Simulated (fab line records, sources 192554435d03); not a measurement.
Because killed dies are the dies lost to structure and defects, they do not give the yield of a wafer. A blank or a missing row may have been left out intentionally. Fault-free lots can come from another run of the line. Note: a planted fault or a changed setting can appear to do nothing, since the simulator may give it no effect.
Comparing a struck lot with a sound one | flow n5-finfet | 15 out of 1938 route steps
Sound: wafers L475.1, L475.4, L475.6. Struck: wafer L466.1; the same lot's L466.2 was not struck, so it is left out; see the end for the cause.
Each step with rows lists, per side, the tool, then ch with its chambers, then its first start. Under that, the readings that differ: sound wafers | struck wafers | difference of the means | sigmas: that difference in standard deviations of wafers without a fault.
alike: readings whose means differ by less than 2 such deviations, and words and numbers that are the same on both sides. not compared: withheld readings, readings that some wafer has no value for, bounds like >300 that may hide the same value, and numbers for which the record gives no deviation and whose values overlap.
The two part at a step that has a row with sigmas, a row that says differs or no value, or rows on one side only. Numbers that don't overlap but have no deviation are shown without sigmas and don't part them. A reading missing from all wafers of one side parts the sides only when that side holds two or more wafers.

first, 1 step without rows for these wafers: N5_FIN_SAQP_ETCH_65 (etches SiO2 in CF4, target depth 4 nm, time 4.4 s).
N5_FIN_SAQP_MANDREL_ETCH_58: etches a-Si in HBr/Cl2, stops on SiNx, target depth 45 nm, bt time 10 s, time 27 s.
  sound on rie-si-03 ch 0,2,3, day 6 18:45; struck on rie-si-01 ch 0, day 4 14:52
  alike: drypump-motor-current-A, oes-product-au, throttle-valve-pct
  not compared: rf-hours-counter-h
N5_FIN_SAQP_RECESS_63: chemistry HF/NH3, target SiO2, target depth 18 nm, afs cycles 3, sublimation time 60 s.
  sound on vapor-etch-02 ch 0,1, day 6 18:50; struck on vapor-etch-01 ch 1, day 4 14:56
  alike: drypump-motor-current-A, foreline-p-Torr
then, 3 steps without rows for these wafers: N5_FIN_SAQP_COAT_68 (time 60 s, resist thk 100 nm); N5_FIN_SAQP_ETCH_69 (etches SOC in N2/H2, stops on SiNx, target depth 150 nm); N5_FIN_SAQP_ETCH_67 (etches SiNx in CH3F/O2, target depth 30 nm).
N5_FIN_SAQP_STRIP_70: strips in N2/H2.
  sound on rie-diel-05 ch 0,2,3, day 6 19:23; struck on rie-diel-01 ch 3, day 4 15:29
  alike: drypump-motor-current-A, n2-flow-sccm, oes-product-au, power-w, rf-vpp-V, showerhead-plenum-p-Torr, throttle-valve-pct
  not compared: rf-hours-counter-h
then, 2 steps without rows for these wafers: N5_FIN_SAQP_RECESS_71 (chemistry HF/NH3, target SiO2, target depth 3 nm, afs cycles 1, sublimation time 60 s); N5_FIN_SAQP_SPACER2_ALD_28 (deposits SiO2, target thk 8.1 nm, pulse time 1 s, purge time 2 s).
N5_FIN_SAQP_SPACER2_ETCHBACK_29: etches SiO2 in CHF3/O2, target depth 12.2 nm, time 6.1 s.
  sound on rie-diel-06 ch 1,2,3, day 6 19:57; struck on rie-diel-01 ch 2, day 4 16:46
  reading                         | sound             | struck | difference | sigmas
  oes-product-au (a.u.)           | 0.77 0.68 0.69    | 0.90   | +0.19      | +2
  showerhead-plenum-p-Torr (Torr) | 2.34 2.29 2.31    | 2.47   | +0.16      | +3
  throttle-valve-pct (%)          | 19.28 18.91 19.15 | 18.51  | -0.60      | -3
  alike: drypump-motor-current-A, rf-vpp-V
  not compared: rf-hours-counter-h
N5_FIN_SAQP_MANDREL2_REMOVE_60: chemistry HBr/Cl2/O2, target a-Si, stops on SiNx, bt time 10 s.
  sound on rie-si-03 ch 0,1,3, day 6 20:02; struck on rie-si-01 ch 3, day 4 16:52
  reading                     | sound       | struck | difference | sigmas
  drypump-motor-current-A (A) | 6.4 6.2 5.6 | 4.8    | -1.3       | -3
  alike: oes-product-au, throttle-valve-pct
  not compared: rf-hours-counter-h
N5_FIN_SAQP_CD_MEAS_31 targets a cd of 8 nm.
  sound on cd-sem-01 ch 0, day 6 20:09; struck on cd-sem-01 ch 0, day 4 16:58
  alike: cd-nm
N5_FIN_SAQP_HM_OPEN_33: chemistry CH3F/O2, target SiNx, target depth 49.4 nm, time 70.6 s.
  sound on rie-diel-05 ch 1,2,3, day 6 20:12; struck on rie-diel-01 ch 3, day 4 17:05
  reading               | sound             | struck | difference | sigmas
  etch-rf-on-time-s (s) | 69.6 69.9 70.1    | 40.7   | -29.2      | -21
  oes-product-au (a.u.) | 0.58 0.60 0.62    | 0.83   | +0.23      | +4
  rf-fwd-power-W (W)    | 390.6 392.0 389.7 | 382.9  | -7.9       | -6
  alike: CH3F_flow_sccm, drypump-motor-current-A, rf-vpp-V, showerhead-plenum-p-Torr, throttle-valve-pct
  not compared: rf-hours-counter-h
then, 1 step without rows for these wafers: N5_FIN_SAQP_ETCH_34 (etches SiO2 in C4F6/O2, target depth 45 nm, time 15 s).
-- here the record skips 6 days between the struck wafers' starts before and after, leaving off in module FIN_SAQP and picking up in module BEOL_M4 (first step shown: number 1111 of the route) --
N5_BEOL_M4_RC_MEAS_101:
  sound on prober-01 ch 0, day 12 17:12; struck on prober-02 ch 0, day 11 04:00
  reading        | sound          | struck | difference | sigmas
  DIBL_N (mV/V)  | 35.8 34.6 37.2 | 39.6   | +3.7       | +2
  DIBL_P (mV/V)  | 36.1 34.1 37.5 | 41.2   | +5.3       | +2
  IOFF_N (nA/um) | 0.14 0.12 0.17 | 0.25   | +0.11      | +3
  IOFF_P (nA/um) | 0.19 0.16 0.23 | 0.28   | +0.09      | +2
  ION_N (uA/um)  | 667 641 680    | 696    | +33        | +3
  ION_P (uA/um)  | 454 444 468    | 471    | +16        | +2
  VT_N (mV)      | 254 258 249    | 244    | -10        | -2
  alike: SS_N, SS_P, VT_P

## WHERE THEY PART
Last at N5_BEOL_M4_RC_MEAS_101 as far as this record goes, first at N5_FIN_SAQP_SPACER2_ETCHBACK_29.

WHY: what had been put in by the simulator
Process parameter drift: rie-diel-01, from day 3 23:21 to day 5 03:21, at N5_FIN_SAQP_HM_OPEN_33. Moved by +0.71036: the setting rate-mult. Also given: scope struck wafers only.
